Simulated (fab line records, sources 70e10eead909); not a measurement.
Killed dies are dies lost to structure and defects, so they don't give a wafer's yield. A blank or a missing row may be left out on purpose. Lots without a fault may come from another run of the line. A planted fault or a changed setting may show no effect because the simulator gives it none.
Chamber matching | flow nand_harc | NHARC_P_GATE_DESCUM_93 on rie_diel-03: 4 sister chambers
The step chemistry O2, time 3 s. 16 wafers are shown with their chamber, then 8 later ones without.

WAFERS WITH THEIR CHAMBER
wafer  | chamber | showerhead_plenum_p_Torr (Torr) | drypump_motor_current_A (A) | oes_product_au (a.u.)
L074.1 | 2       | 2.07                            | 5.2                         | 1.013
L074.2 | 1       | 2.02                            | 4.7                         | 1.001
L074.6 | 1       | 2.02                            | 4.7                         | 1.003
L076.2 | 1       | 2.02                            | 4.8                         | 1.012
L076.3 | 0       | 1.97                            | 5.8                         | 0.987
L076.5 | 3       | 1.81                            | 5.3                         | 1.006
L079.3 | 2       | 2.07                            | 5.2                         | 1.010
L079.4 | 1       | 2.02                            | 4.7                         | 1.005
L079.5 | 2       | 2.07                            | 5.2                         | 1.010
L083.3 | 2       | 2.06                            | 5.2                         | 1.026
L083.5 | 2       | 2.06                            | 5.2                         | 1.023
L083.6 | 1       | 2.02                            | 4.7                         | 1.004
L087.1 | 2       | 2.06                            | 5.2                         | 1.028
L087.2 | 1       | 2.01                            | 4.7                         | 1.009
L087.3 | 0       | 1.96                            | 5.7                         | 0.995
L088.2 | 0       | 1.96                            | 5.8                         | 0.993

SIGNATURES (means of the wafers above)
reading                  | chamber 0 | chamber 1 | chamber 2 | chamber 3 | scatter within a chamber
showerhead_plenum_p_Torr | 1.9633    | 2.0183    | 2.0650    | 1.8100    | 0.005
drypump_motor_current_A  | 5.767     | 4.717     | 5.200     | 5.300     | 0.0354
oes_product_au           | 0.99167   | 1.00567   | 1.01833   | 1.00600   | 0.00619
Rule: a wafer's distance from a chamber is the root of the sum, over the readings, of the square of ((its reading less the chamber's mean) divided by the reading's scatter). The wafer belongs to the nearest chamber; if the next one is less than 2 further off, it can't be placed. The scatter: the root of (the sum of the squares of (reading less its chamber's mean) over the shown wafers, divided by (wafers less chambers)).

WAFERS WITHOUT THEIR CHAMBER
wafer  | showerhead_plenum_p_Torr (Torr) | drypump_motor_current_A (A) | oes_product_au (a.u.)
L088.4 | 2.06                            | 5.2                         | 1.016
L088.5 | 2.01                            | 4.7                         | 1.004
L089.3 | 2.06                            | 5.2                         | 1.015
L089.4 | 2.01                            | 4.7                         | 1.010
L089.6 | 2.01                            | 4.7                         | 1.013
L095.2 | 1.80                            | 5.3                         | 0.992
L095.5 | 1.80                            | 5.3                         | 0.986
L095.6 | 1.96                            | 5.8                         | 0.998

WHICH CHAMBER EACH WENT THROUGH
wafer  | from the rows above | in truth
L088.4 | 2                   | 2
L088.5 | 1                   | 1
L089.3 | 2                   | 2
L089.4 | 1                   | 1
L089.6 | 1                   | 1
L095.2 | 3                   | 3
L095.5 | 3                   | 3
L095.6 | 0                   | 0
Placed correctly: 8 of 8. Can't be placed from these rows: 0. Placed wrongly: 0.
